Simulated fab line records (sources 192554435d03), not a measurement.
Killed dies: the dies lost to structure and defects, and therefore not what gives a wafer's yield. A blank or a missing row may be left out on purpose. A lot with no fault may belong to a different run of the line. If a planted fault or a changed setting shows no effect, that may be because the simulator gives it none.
Chamber matching	flow n5 finfet	3 sister chambers for N5_BEOL_M0_DEP_125 on pecvd-02
The step deposits SiCN from 3MS/NH3, target thk 8 nm, time 14 s. 20 wafers are shown with their chamber, then 10 later ones without.

WAFERS WITH THEIR CHAMBER
wafer	chamber	throttle valve pct (%)	showerhead plenum p Torr (Torr)	rf fwd power W (W)
L074.1	2	9.2	3.691	197.6
L074.2	1	10.2	3.654	200.1
L074.3	0	8.7	3.654	198.6
L075.1	0	8.9	3.647	199.1
L075.4	2	9.3	3.679	199.0
L075.5	0	8.8	3.640	199.8
L078.2	2	9.0	3.683	196.8
L078.5	0	8.9	3.644	199.3
L078.6	2	9.1	3.683	197.3
L079.3	0	8.7	3.652	199.6
L079.4	0	8.7	3.651	198.4
L079.6	2	9.1	3.681	199.7
L085.1	0	8.8	3.644	199.2
L085.2	2	8.9	3.688	198.4
L085.6	1	10.4	3.654	200.4
L087.1	1	10.5	3.661	199.0
L087.5	1	10.4	3.661	200.6
L087.6	0	9.0	3.639	199.7
L089.1	0	8.8	3.659	198.9
L089.2	1	10.2	3.656	199.3

SIGNATURES, as means of the wafers listed above
reading	chamber 0	chamber 1	chamber 2	scatter within a chamber
throttle valve pct	8.811	10.340	9.100	0.124
showerhead plenum p Torr	3.64778	3.65720	3.68417	0.00548
rf fwd power W	199.178	199.880	198.133	0.761
Rule: a wafer's distance from a chamber is the root of the sum, over the readings, of the square of ((its reading less the chamber's mean) divided by the reading's scatter). The wafer belongs to the nearest chamber; if the next one is less than 2 further off, it can't be placed. The scatter: the root of (the sum of the squares of (reading less its chamber's mean) over the shown wafers, divided by (wafers less chambers)).

WAFERS WITHOUT THEIR CHAMBER
wafer	throttle valve pct (%)	showerhead plenum p Torr (Torr)	rf fwd power W (W)
L089.5	9.1	3.660	199.0
L092.1	9.0	3.648	198.8
L092.3	9.2	3.652	199.0
L092.5	9.1	3.655	199.4
L094.1	9.0	3.652	199.8
L094.2	10.3	3.651	200.5
L094.4	10.1	3.670	201.0
L097.2	10.1	3.662	200.2
L097.4	8.3	3.673	197.9
L097.6	9.1	3.650	199.9

THE CHAMBER EACH PASSED THROUGH
wafer	from the rows above	in truth
L089.5	can't be placed: 0 or 2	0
L092.1	0	0
L092.3	0	0
L092.5	0	0
L094.1	0	0
L094.2	1	1
L094.4	1	1
L097.2	1	1
L097.4	can't be placed: 0 or 2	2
L097.6	0	0
Correctly placed: 8 of 10. Unplaceable from these rows: 2, with the true chamber sitting among the candidates in 2. Wrongly placed: 0.
